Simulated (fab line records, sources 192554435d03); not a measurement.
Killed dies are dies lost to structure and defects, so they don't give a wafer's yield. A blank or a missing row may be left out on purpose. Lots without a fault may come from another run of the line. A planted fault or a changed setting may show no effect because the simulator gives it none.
fab line records | flow n5_finfet
record lots=7 wafers=21
route steps=1938 shown BEOL_M5@1161 BEOL_M6@1221 BEOL_M8@1377 BEOL_M9@1431 BEOL_M10@1474
start_h: hours from the record's first day to the start of the lot's first wafer shown | wait_h: hours since the lot's step before | " the same as in the row above | L1.1+2: a row that stands for several wafers | - no value, or no start given | * or withheld: withheld | < > ~ a bound
route shown NAME@n: a module of which the file shows steps, and the number in the route of the first | usual: mean/standard deviation of fault-free wafers | same: alike in all rows | chamber/n: place in a boat | sites: the reading at each site | _std_site: their standard deviation | _edge_site: outer sites' mean less inner sites' | radius_mm: how far each site lies from the wafer's centre | mask NAME#n: copy n | behind: the tool/chamber that last shaped the wafer | hold: why the lot was held/for how many hours/how that ended | device: the transistor (n, p or np) that didn't switch | end of line: the same wafers' tests at the end of the route | a step without rows: its recipe alone | killed: dies lost to structure and defects at the first sort, not the wafer's yield | map: a wafer's dies, x killed, . not, _ none there
set.NAME: the setting as run; set.NAME@STEP: as run at that earlier step | model.NAME: the simulator's own value behind a step, which no gauge read
lots whose settings were changed on purpose; a table a step, a row a wafer
## steps
# step N5_BEOL_M5_ETCH_41
# recipe chemistry=CH3F/O2 target=SiCN target_depth_a=315 taper_deg=2 time_s=56.7 ion_energy_ev=120 mask_material=TiN pressure_mtorr=30 source_w=395 bias_w=75 Ar_flow_sccm=150 CH3F_flow_sccm=30 O2_flow_sccm=20
# usual rf_vpp_V=297.2/1.5
# columns lot.wafer tool chamber start_h wait_h set.source_w rf_vpp_V
L074.1 rie_diel-05 3 - - 395 297.2
L074.4 " 1 " " 395 298.1
L074.6 " 1 " " 395 297.8
L079.1 rie_diel-03 3 - - 395 300.1
L079.2 " 2 " " 423.9 290.0
L079.3 " 1 " " 395 297.4
L080.1 rie_diel-01 1 - - 395 297.0
L080.2 " 0 " " 450.4 283.4
L080.3 " 2 " " 450.4 282.7
L082.2 rie_diel-01 1 - - 395 295.1
L082.3 " 0 " " 395 296.6
L082.5 " 1 " " 395 296.8
L085.1 rie_diel-03 3 - - 358.6 310.0
L085.3 " 0 " " 358.6 308.5
L085.4 " 2 " " 395 296.9
L086.1 rie_diel-05 0 - - 450.2 283.3
L086.5 " 3 " " 395 298.5
L086.6 " 2 " " 395 296.3
L089.4 rie_diel-01 2 - - 395 297.1
L089.5 " 2 " " 395 295.8
L089.6 " 1 " " 395 295.6
# step N5_BEOL_M5_STRIP_91
# recipe chemistry=N2/H2 time_s=10 power_w=450 temp_c=40 pressure_mtorr=20 rf_frequency_hz=6e+07 bias_power_w=7 n2_flow_sccm=200 h2_flow_sccm=200
# step N5_BEOL_M5_OCD_MEAS_38
# usual trench_depth_nm=71.2/1.8
# columns lot.wafer tool chamber start_h wait_h set.time_s@BEOL_M5_TRENCH_ETCH_37 trench_depth_nm
L074.1 ocd-02 - 181.49 - 24.7 68.1
L074.4 " - " " 24.7 66.1
L074.6 " - " " 24.7 66.6
L079.1 ocd-01 - 221.85 - 24.7 71.1
L079.2 " - " " 24.7 70.4
L079.3 " - " " 24.7 71.8
L080.1 ocd-02 - 222.24 - 19.6 55.7
L080.2 " - " " 19.6 59.6
L080.3 " - " " 19.6 56.3
L082.2 ocd-01 - 228.32 - 24.7 69.6
L082.3 " - " " 28.94 87.9
L082.5 " - " " 28.94 81.6
L085.1 ocd-02 - 249.28 - 24.7 70.9
L085.3 " - " " 22.89 68.1
L085.4 " - " " 22.89 66.4
L086.1 ocd-01 - 257.72 - 24.7 69.1
L086.5 " - " " 20.54 58.3
L086.6 " - " " 20.54 59.7
L089.4 ocd-01 - 281.34 - 20.48 60.3
L089.5 " - " " 24.7 73.0
L089.6 " - " " 24.7 71.1
# step N5_BEOL_M5_HM_STRIP_39
# recipe chemistry=peroxide_tin_strip material=TiN target_depth_a=250 temp_c=50 time_s=158
# step N5_BEOL_M5_SRD_40
# recipe time_s=30 temp_c=23 rinse_liquid=diw dry=ipa_marangoni
# step N5_BEOL_M5_ECD_50
# recipe material=Cu target_thk_a=3000
# step N5_BEOL_M5_ANNEAL_51
# recipe temp_c=225 time_s=90 ambient=N2
# step N5_BEOL_M5_CMP_52
# recipe stop_on=SiCOH_lowk t_overpolish_s=6.9 down_force_psi=1 platen_rpm=50 clearing_platen_down_force_psi=1.5 clearing_platen_rpm=50 post_cmp_clean=cu_alkaline target_thk_nm=62 clearing_platen_pad_velocity_m_s=0.99484 pad_velocity_m_s=0.99484
# columns lot.wafer tool chamber start_h wait_h set.time_s@BEOL_M5_TRENCH_ETCH_37 model.Cu_of_BEOL_M5_ECD_50.thk_nm
L074.4 cmp-04 0 187.93 0.1 24.7 56.6
L074.1 " 1 " " 24.7 55.6
L074.6 " 0 " " 24.7 56.2
L079.2 cmp-04 3 227.85 0.2 24.7 57.4
L079.3 " 0 " " 24.7 60.2
L079.1 " 2 " " 24.7 61
L080.2 cmp-03 2 229.87 0.2 19.6 51.6
L080.3 " 0 " " 19.6 45.2
L080.1 " 1 " " 19.6 47
L082.2 cmp-04 2 234.91 0.3 24.7 60.4
L082.3 " 3 " " 28.94 76
L082.5 " 1 " " 28.94 70
L085.4 cmp-03 3 255.80 0.1 22.89 57.8
L085.1 " 0 " " 24.7 60.8
L085.3 " 1 " " 22.89 57.6
L086.1 cmp-03 1 264.26 0.3 24.7 59.2
L086.5 " 0 " " 20.54 48
L086.6 " 1 " " 20.54 51
L089.4 cmp-03 3 287.57 0.2 20.48 52
L089.6 " 0 " " 24.7 59.2
L089.5 " 1 " " 24.7 62.2
# step N5_BEOL_M5_THK_MEAS_53
# recipe thk_meas_gauge=xrf reads=Cu_of_BEOL_M5_ECD_50
# usual M5_THK=61.9/2.5
# columns lot.wafer tool chamber start_h wait_h set.time_s@BEOL_M5_TRENCH_ETCH_37 M5_THK[nm]
L074.1 film_metro-02 - 188.22 - 24.7 56.5
L074.4 " - " " 24.7 57.4
L074.6 " - " " 24.7 56.9
L079.1 film_metro-02 - 228.15 - 24.7 60.8
L079.2 " - " " 24.7 57.5
L079.3 " - " " 24.7 59.9
L080.1 film_metro-01 - 230.16 - 19.6 47.3
L080.2 " - " " 19.6 52.1
L080.3 " - " " 19.6 45.4
L082.2 film_metro-02 - 235.13 - 24.7 60.8
L082.3 " - " " 28.94 76.5
L082.5 " - " " 28.94 70.6
L085.1 film_metro-02 - 256.10 - 24.7 60.8
L085.3 " - " " 22.89 57.5
L085.4 " - " " 22.89 57.9
L086.1 film_metro-01 - 264.51 - 24.7 60.6
L086.5 " - " " 20.54 48.7
L086.6 " - " " 20.54 51.8
L089.4 film_metro-01 - 287.76 - 20.48 53.1
L089.5 " - " " 24.7 63.4
L089.6 " - " " 24.7 60.5
# step N5_BEOL_M6_COAT_22
# recipe resist=CAR-EUV spin_rpm=1500 resist_thk_nm=30
# columns lot.wafer tool chamber start_h wait_h set.spin_rpm model.CAR-EUV_of_BEOL_M6_COAT_22.thk_nm
L074.1+4+6 litho_track-02 0 - - 1500 30
L079.1+2 litho_track-03 0 - - 1426 30.8
L079.3 " 0 " " 1500 30
L080.1 litho_track-03 0 - - 1500 30
L080.2+3 " 0 " " 1421 30.8
L082.2 litho_track-02 0 - - 1500 30
L082.3+5 " 0 " " 1500 29.8
L085.1+3+4 litho_track-02 0 - - 1500 29.8
L086.1+6 litho_track-03 0 - - 1500 30
L086.5 " 0 " " 1566 29.4
L089.4 litho_track-03 0 - - 1443 30.6
L089.5 " 0 " " 1500 30.2
L089.6 " 0 " " 1500 30
# step N5_BEOL_M6_EBR_24
# recipe solvent=PGMEA ebr_width_mm=1.5
# step N5_BEOL_M6_SOFTBAKE_23
# recipe temp_c=110 time_s=60 resist=CAR-EUV
# step N5_BEOL_M6_EXPOSE_25
# recipe mask_id=V5 na=0.33 source_shape=annular sigma_inner=0.4 sigma_outer=0.8 polarization=unpolarized target_cd_nm=40 dose_mj=45
# step N5_BEOL_M6_PEB_26
# recipe peb_temp_c=100 peb_time_s=60 resist=CAR-EUV
# step N5_BEOL_M6_DEVELOP_27
# recipe develop_time_s=30 developer=TMAH resist=CAR-EUV rinse_liquid=surfactant_rinse dry=air_spin dev_temp_c=23
# columns lot.wafer tool chamber start_h wait_h set.spin_rpm@BEOL_M6_COAT_22 model.CAR-EUV_of_BEOL_M6_COAT_22.thk_nm
L074.1 litho_track-04 0 - - 1500 29.6
L074.4+6 " 0 " " 1500 29.4
L079.1 litho_track-02 0 - - 1426 30.4
L079.2 " 0 " " 1426 30.2
L079.3 " 0 " " 1500 29.4
L080.1 litho_track-03 0 - - 1500 29.4
L080.2+3 " 0 " " 1421 30.4
L082.2+3+5 litho_track-03 0 - - 1500 29.4
L085.1+3+4 litho_track-04 0 - - 1500 29.4
L086.1+6 litho_track-03 0 - - 1500 29.4
L086.5 " 0 " " 1566 28.8
L089.4 litho_track-03 0 - - 1443 30.2
L089.5+6 " 0 " " 1500 29.6
# step N5_BEOL_M6_DESCUM_33
# recipe chemistry=O2 time_s=7 source_power_w=50 bias_power_w=20 pressure_mtorr=20 rf_frequency_hz=2.712e+07 temp_c=40 resist=CAR-EUV o2_flow_sccm=225
# columns lot.wafer tool chamber start_h wait_h set.spin_rpm@BEOL_M6_COAT_22 model.CAR-EUV_of_BEOL_M6_COAT_22.thk_nm
L074.1+4+6 rie_diel-02 0,2,1 192.43 0.0 1500 26
L079.1 rie_diel-06 1 233.91 0.0 1426 27
L079.2 " 0 " " 1426 26.8
L079.3 " 2 " " 1500 26
L080.1 rie_diel-04 1 238.30 0.4 1500 26
L080.2 " 0 " " 1421 27
L080.3 " 2 " " 1421 26.8
L082.2+3 rie_diel-06 2,0 243.57 0.0 1500 26
L082.5 " 2 " " 1500 25.8
L085.1+3 rie_diel-06 1,0 260.80 0.0 1500 26
L085.4 " 2 " " 1500 25.8
L086.1+6 rie_diel-02 2 270.89 0.0 1500 26
L086.5 " 3 " " 1566 25.4
L089.4 rie_diel-02 2 292.14 0.1 1443 26.8
L089.5+6 " 2,3 " " 1500 26.2
# step N5_BEOL_M6_ETCH_66
# recipe chemistry=N2/H2 target=SOC target_depth_a=800 overetch_a=160 mask_material=SiARC temp_c=40 time_s=120 ion_energy_ev=200 pressure_mtorr=30 source_w=840 bias_w=150 n2_flow_sccm=200 h2_flow_sccm=200
# usual rf_vpp_V=524.6/2.6
# columns lot.wafer tool chamber start_h wait_h set.bias_w rf_vpp_V model.SiARC_of_BEOL_M6_COAT_64.thk_nm
L074.1 rie_diel-02 0 192.51 0.0 150 521.2 6.6
L074.4 " 2 " " 150 522.7 6.4
L074.6 " 1 " " 150 524.3 6.8
L079.1 rie_diel-06 1 233.99 0.0 150 521.9 6.8
L079.2 " 0 " " 141.6 504.4 6.8
L079.3 " 2 " " 150 523.1 6.6
L080.1 rie_diel-04 1 238.38 0.0 150 525.8 6.4
L080.2 " 0 " " 141.4 507.2 7.2
L080.3 " 2 " " 141.4 507.8 7
L082.2 rie_diel-06 2 243.65 0.0 125.7 467.3 7.8
L082.3 " 0 " " 150 523.7 6.6
L082.5 " 2 " " 150 523.2 6.6
L085.1 rie_diel-06 1 260.88 0.0 150 521.7 6.8
L085.3 " 0 " " 128.6 475.4 7.4
L085.4 " 2 " " 150 522.5 6.6
L086.1 rie_diel-02 2 270.97 0.0 150 523.4 6.6
L086.5 " 3 " " 161.9 549.7 6
L086.6 " 2 " " 150 522.7 6.6
L089.4 rie_diel-02 2 292.22 0.0 136.5 490.6 7
L089.5 " 2 " " 136.5 492.2 7.2
L089.6 " 3 " " 150 521.9 6.4
# step N5_BEOL_M8_TRENCH_ETCH_37
# recipe chemistry=C4F6/O2 target_depth_a=934.78 target=SiCOH_lowk time_s=31.2 ion_energy_ev=250 pressure_mtorr=30 source_w=345 bias_w=185 Ar_flow_sccm=300 C4F6_flow_sccm=10 O2_flow_sccm=10
# columns lot.wafer tool chamber start_h wait_h set.time_s model.BEOL_M8.feature_depth_nm model.etch.depth_nm
L074.1 rie_diel-04 0 - - 31.2 90.4 90.42
L074.4 " 3 " " 31.2 96.6 96.54
L074.6 " 3 " " 31.2 96.8 96.72
L079.1 rie_diel-02 1 - - 28.08 82 81.99
L079.2 " 0 " " 28.08 81.2 81.27
L079.3 " 2 " " 31.2 92.6 92.65
L080.1 rie_diel-06 0 - - 31.2 90.4 90.33
L080.2 " 1 " " 31.2 88.4 88.45
L080.3 " 2 " " 26.39 76.6 76.51
L082.2 rie_diel-02 1 - - 31.2 90.2 90.27
L082.3 " 3 " " 31.2 93.4 93.32
L082.5 " 1 " " 31.2 90 90.09
L085.1 rie_diel-02 3 - - 31.2 93 93.06
L085.3 " 2 " " 37 109.6 109.5
L085.4 " 0 " " 37 107 107
L086.1 rie_diel-02 0 - - 31.2 88 88.07
L086.5 " 3 " " 31.2 92 91.96
L086.6 " 2 " " 31.2 92.6 92.58
L089.4 rie_diel-02 1 - - 31.2 89.6 89.57
L089.5 " 0 " " 35.79 101.6 101.6
L089.6 " 1 " " 31.2 90 90.03
# step N5_BEOL_M8_ETCH_41
# recipe chemistry=CH3F/O2 target=SiCN target_depth_a=319 taper_deg=2 time_s=57.8 ion_energy_ev=120 mask_material=TiN pressure_mtorr=30 source_w=395 bias_w=75 Ar_flow_sccm=150 CH3F_flow_sccm=30 O2_flow_sccm=20
# step N5_BEOL_M8_STRIP_80
# recipe chemistry=N2/H2 time_s=10 power_w=450 temp_c=40 pressure_mtorr=20 rf_frequency_hz=6e+07 bias_power_w=7 n2_flow_sccm=200 h2_flow_sccm=200
# step N5_BEOL_M8_OCD_MEAS_38
# usual trench_depth_nm=92.0/2.3
# columns lot.wafer tool chamber start_h wait_h set.time_s@BEOL_M8_TRENCH_ETCH_37 trench_depth_nm
L074.1 ocd-02 - 210.56 - 31.2 90.4
L074.4 " - " " 31.2 96.3
L074.6 " - " " 31.2 96.4
L079.1 ocd-02 - 254.33 - 28.08 82.2
L079.2 " - " " 28.08 81.4
L079.3 " - " " 31.2 92.3
L080.1 ocd-02 - 257.73 - 31.2 90.1
L080.2 " - " " 31.2 88.1
L080.3 " - " " 26.39 76.8
L082.2 ocd-02 - 257.85 - 31.2 90.6
L082.3 " - " " 31.2 93.2
L082.5 " - " " 31.2 90.4
L085.1 ocd-02 - 275.94 - 31.2 93.1
L085.3 " - " " 37 109.8
L085.4 " - " " 37 106.8
L086.1 ocd-02 - 289.57 - 31.2 87.6
L086.5 " - " " 31.2 91.8
L086.6 " - " " 31.2 92.5
L089.4 ocd-02 - 309.90 - 31.2 89.8
L089.5 " - " " 35.79 101.2
L089.6 " - " " 31.2 89.9
# step N5_BEOL_M8_HM_STRIP_39
# recipe chemistry=peroxide_tin_strip material=TiN target_depth_a=250 temp_c=50 time_s=158
# step N5_BEOL_M8_SRD_40
# recipe time_s=30 temp_c=23 rinse_liquid=diw dry=ipa_marangoni
# step N5_BEOL_M8_ECD_50
# recipe material=Cu target_thk_a=3000
# step N5_BEOL_M8_ANNEAL_51
# recipe temp_c=225 time_s=90 ambient=N2
# step N5_BEOL_M8_CMP_52
# recipe stop_on=SiCOH_lowk t_overpolish_s=6.9 down_force_psi=1 platen_rpm=50 clearing_platen_down_force_psi=1.5 clearing_platen_rpm=50 post_cmp_clean=cu_alkaline target_thk_nm=80 clearing_platen_pad_velocity_m_s=0.99484 pad_velocity_m_s=0.99484
# columns lot.wafer tool chamber start_h wait_h set.time_s@BEOL_M8_TRENCH_ETCH_37 model.Cu_of_BEOL_M8_ECD_50.thk_nm
L074.4 cmp-02 2 212.59 0.1 31.2 82.4
L074.1 " 3 " " 31.2 77.6
L074.6 " 3 " " 31.2 83.2
L079.1 cmp-04 3 257.19 0.3 28.08 66.6
L079.2 " 0 " " 28.08 68.8
L079.3 " 1 " " 31.2 76.6
L080.2 cmp-02 1 259.42 0.2 31.2 73.4
L080.3 " 2 " " 26.39 61.6
L080.1 " 0 " " 31.2 77.6
L082.2 cmp-04 2 261.71 0.2 31.2 78.8
L082.3 " 0 " " 31.2 80.2
L082.5 " 1 " " 31.2 74
L085.3 cmp-01 1 277.92 0.2 37 95.6
L085.4 " 2 " " 37 94.8
L085.1 " 3 " " 31.2 79.8
L086.1 cmp-02 3 291.35 0.3 31.2 73
L086.6 " 2 " " 31.2 78.4
L086.5 " 3 " " 31.2 77.6
L089.4 cmp-01 0 312.04 0.2 31.2 76.2
L089.5 " 0 " " 35.79 87.8
L089.6 " 1 " " 31.2 76.6
# step N5_BEOL_M8_THK_MEAS_53
# recipe thk_meas_gauge=xrf reads=Cu_of_BEOL_M8_ECD_50
# usual M8_THK=78.9/2.6
# columns lot.wafer tool chamber start_h wait_h set.time_s@BEOL_M8_TRENCH_ETCH_37 M8_THK[nm]
L074.1 film_metro-02 - 212.89 - 31.2 78.0
L074.4 " - " " 31.2 82.6
L074.6 " - " " 31.2 83.6
L079.1 film_metro-01 - 257.44 - 28.08 66.4
L079.2 " - " " 28.08 69.0
L079.3 " - " " 31.2 76.8
L080.1 film_metro-02 - 259.72 - 31.2 77.5
L080.2 " - " " 31.2 73.4
L080.3 " - " " 26.39 61.6
L082.2 film_metro-01 - 261.96 - 31.2 80.2
L082.3 " - " " 31.2 81.4
L082.5 " - " " 31.2 74.8
L085.1 film_metro-01 - 278.21 - 31.2 81.1
L085.3 " - " " 37 96.7
L085.4 " - " " 37 96.4
L086.1 film_metro-02 - 291.61 - 31.2 73.6
L086.5 " - " " 31.2 78.5
L086.6 " - " " 31.2 78.9
L089.4 film_metro-01 - 312.34 - 31.2 77.0
L089.5 " - " " 35.79 89.1
L089.6 " - " " 31.2 77.6
# step N5_BEOL_M8_PRE_CLEAN_55
# recipe gas=NH3 time_s=15 temp_c=withheld rf_power_w=300
# step N5_BEOL_M8_DEP_56
# recipe material=SiCN target_thk_a=100 temp_c=withheld precursor=3MS/NH3 pressure_torr=3 rf_w=202 time_s=17.5
# step N5_BEOL_M8_RS_MEAS_57
# recipe thk_meas_gauge=four-point-probe reads=Cu_of_BEOL_M8_ECD_50+Co_of_BEOL_M8_CVD_78+TaN_of_BEOL_M8_ALD_77
# usual M8_RS=0.293/0.011
# columns lot.wafer tool chamber start_h wait_h set.time_s@BEOL_M8_TRENCH_ETCH_37 M8_RS[ohm/sq]
L074.1 film_metro-01 - 213.02 0.1 31.2 0.296
L074.4 " - " " 31.2 0.276
L074.6 " - " " 31.2 0.273
L079.1 film_metro-01 - 257.58 0.1 28.08 0.355
L079.2 " - " " 28.08 0.342
L079.3 " - " " 31.2 0.301
L080.1 film_metro-02 - 259.85 0.1 31.2 0.296
L080.2 " - " " 31.2 0.317
L080.3 " - " " 26.39 0.392
L082.2 film_metro-02 - 262.10 0.1 31.2 0.291
L082.3 " - " " 31.2 0.285
L082.5 " - " " 31.2 0.314
L085.1 film_metro-01 - 278.35 0.1 31.2 0.286
L085.3 " - " " 37 0.232
L085.4 " - " " 37 0.235
L086.1 film_metro-02 - 291.74 0.1 31.2 0.319
L086.5 " - " " 31.2 0.296
L086.6 " - " " 31.2 0.293
L089.4 film_metro-01 - 312.47 0.0 31.2 0.303
L089.5 " - " " 35.79 0.256
L089.6 " - " " 31.2 0.301
# step N5_BEOL_M9_EXPOSE_25
# recipe mask_id=V8 na=0.33 source_shape=annular sigma_inner=0.4 sigma_outer=0.8 polarization=unpolarized dose_mj=37.25
# columns lot.wafer tool chamber start_h wait_h mask set.dose_mj
L074.1+4+6 euv_scanner-02 0 219.74 - V8#0 37.25
L079.1+2+3 euv_scanner-02 0 260.50 - V8#0 37.25
L080.1+2+3 euv_scanner-01 0 262.72 - V8#0 37.25
L082.2 euv_scanner-01 0 266.49 - V8#0 35.52
L082.3+5 " 0 " " V8#0 37.25
L085.1 euv_scanner-02 0 284.92 - V8#0 39.87
L085.3+4 " 0 " " V8#0 37.25
L086.1 euv_scanner-01 0 295.81 - V8#0 36.07
L086.5+6 " 0 " " V8#0 37.25
L089.4+5 euv_scanner-01 0 316.22 - V8#0 37.25
L089.6 " 0 " " V8#0 35.37
# step N5_BEOL_M9_PEB_26
# recipe peb_temp_c=100 peb_time_s=60 resist=CAR-EUV
# step N5_BEOL_M9_DEVELOP_27
# recipe develop_time_s=30 developer=TMAH resist=CAR-EUV rinse_liquid=surfactant_rinse dry=air_spin dev_temp_c=23
# step N5_BEOL_M9_CD_MEAS_28
# recipe target_cd_nm=70 landing_energy_ev=500 detector=se_inlens polarity=opening
# usual cd_nm=69.9/0.31
# columns lot.wafer tool chamber start_h wait_h set.dose_mj@BEOL_M9_EXPOSE_25 cd_nm
L074.1 cd_sem-03 0 219.87 - 37.25 70.0
L074.4 " 0 " " 37.25 70.6
L074.6 " 0 " " 37.25 70.1
L079.1 cd_sem-02 0 260.63 - 37.25 69.9
L079.2 " 0 " " 37.25 69.5
L079.3 " 0 " " 37.25 69.7
L080.1 cd_sem-03 0 262.84 - 37.25 70.0
L080.2 " 0 " " 37.25 70.2
L080.3 " 0 " " 37.25 70.2
L082.2 cd_sem-03 0 266.62 - 35.52 68.7
L082.3 " 0 " " 37.25 69.7
L082.5 " 0 " " 37.25 69.9
L085.1 cd_sem-02 0 285.05 - 39.87 71.7
L085.3 " 0 " " 37.25 69.9
L085.4 " 0 " " 37.25 69.8
L086.1 cd_sem-01 0 295.94 - 36.07 68.9
L086.5 " 0 " " 37.25 69.7
L086.6 " 0 " " 37.25 69.6
L089.4 cd_sem-02 0 316.33 - 37.25 70.0
L089.5 " 0 " " 37.25 69.5
L089.6 " 0 " " 35.37 68.2
# step N5_BEOL_M10_HM_DEP_02
# recipe material=TiN target_thk_a=200 temp_c=25 chamber_pressure_pa=0.49996
# columns lot.wafer tool chamber start_h wait_h set.target_thk_a model.TiN_of_BEOL_M10_HM_DEP_02.thk_nm
L074.1+4 pvd_sputter-03 - 227.47 3.4 200 19.8
L074.6 " - " " 200 20
L079.1 pvd_sputter-02 - 267.41 1.7 217.3 21.6
L079.2 " - " " 200 20.2
L079.3 " - " " 217.3 22
L080.1 pvd_sputter-03 - 268.88 0.5 183.2 18.4
L080.2 " - " " 200 20.2
L080.3 " - " " 200 20.4
L082.2 pvd_sputter-03 - 271.90 0.7 200 20.4
L082.3 " - " " 200 20.2
L082.5 " - " " 218.7 22
L085.1+4 pvd_sputter-02 - 290.83 0.2 200 20.2
L085.3 " - " " 200 19.8
L086.1 pvd_sputter-01 - 300.77 0.9 219.1 21.2
L086.5 " - " " 200 19.4
L086.6 " - " " 200 19.8
L089.4+5 pvd_sputter-01 - 321.10 0.8 200 20.2
L089.6 " - " " 200 19.6
## key
split step=N5_BEOL_M5_ETCH_41 setting=source_w stated=395 by=wafer
response step=N5_BEOL_M5_ETCH_41 reading=rf_vpp_V change=-1.08 per=1% r=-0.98
split step=N5_BEOL_M6_COAT_22 setting=spin_rpm stated=1500 by=wafer
response step=N5_BEOL_M6_COAT_22 reading=model.CAR-EUV_of_BEOL_M6_COAT_22.thk_nm change=-0.148 per=1% r=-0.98
response step=N5_BEOL_M6_DEVELOP_27 reading=model.CAR-EUV_of_BEOL_M6_COAT_22.thk_nm change=-0.17 per=1% r=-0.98
response step=N5_BEOL_M6_DESCUM_33 reading=model.CAR-EUV_of_BEOL_M6_COAT_22.thk_nm change=-0.164 per=1% r=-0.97
split step=N5_BEOL_M6_ETCH_66 setting=bias_w stated=150 by=wafer
response step=N5_BEOL_M6_ETCH_66 reading=rf_vpp_V change=+3.37 per=1% r=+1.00
response step=N5_BEOL_M6_ETCH_66 reading=model.SiARC_of_BEOL_M6_COAT_64.thk_nm change=-0.0668 per=1% r=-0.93
split step=N5_BEOL_M8_TRENCH_ETCH_37 setting=time_s stated=31.2 by=wafer
response step=N5_BEOL_M8_TRENCH_ETCH_37 reading=model.BEOL_M8.feature_depth_nm change=+0.851 per=1% r=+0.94
response step=N5_BEOL_M8_TRENCH_ETCH_37 reading=model.etch.depth_nm change=+0.85 per=1% r=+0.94
response step=N5_BEOL_M8_OCD_MEAS_38 reading=trench_depth_nm change=+0.828 per=1% r=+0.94
response step=N5_BEOL_M8_CMP_52 reading=model.Cu_of_BEOL_M8_ECD_50.thk_nm change=+0.842 per=1% r=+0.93
response step=N5_BEOL_M8_THK_MEAS_53 reading=M8_THK change=+0.851 per=1% r=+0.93
response step=N5_BEOL_M8_RS_MEAS_57 reading=M8_RS change=-0.00385 per=1% r=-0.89
split step=N5_BEOL_M9_EXPOSE_25 setting=dose_mj stated=37.25 by=wafer
response step=N5_BEOL_M9_CD_MEAS_28 reading=cd_nm change=+0.271 per=1% r=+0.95
split step=N5_BEOL_M10_HM_DEP_02 setting=target_thk_a stated=200 by=wafer
response step=N5_BEOL_M10_HM_DEP_02 reading=model.TiN_of_BEOL_M10_HM_DEP_02.thk_nm change=+0.188 per=1% r=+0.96
split outside_this_file step=N5_BEOL_M5_TRENCH_ETCH_37 setting=time_s
# split outside_this_file: this setting was split too, and the file shows its column; the key of that split is in another file
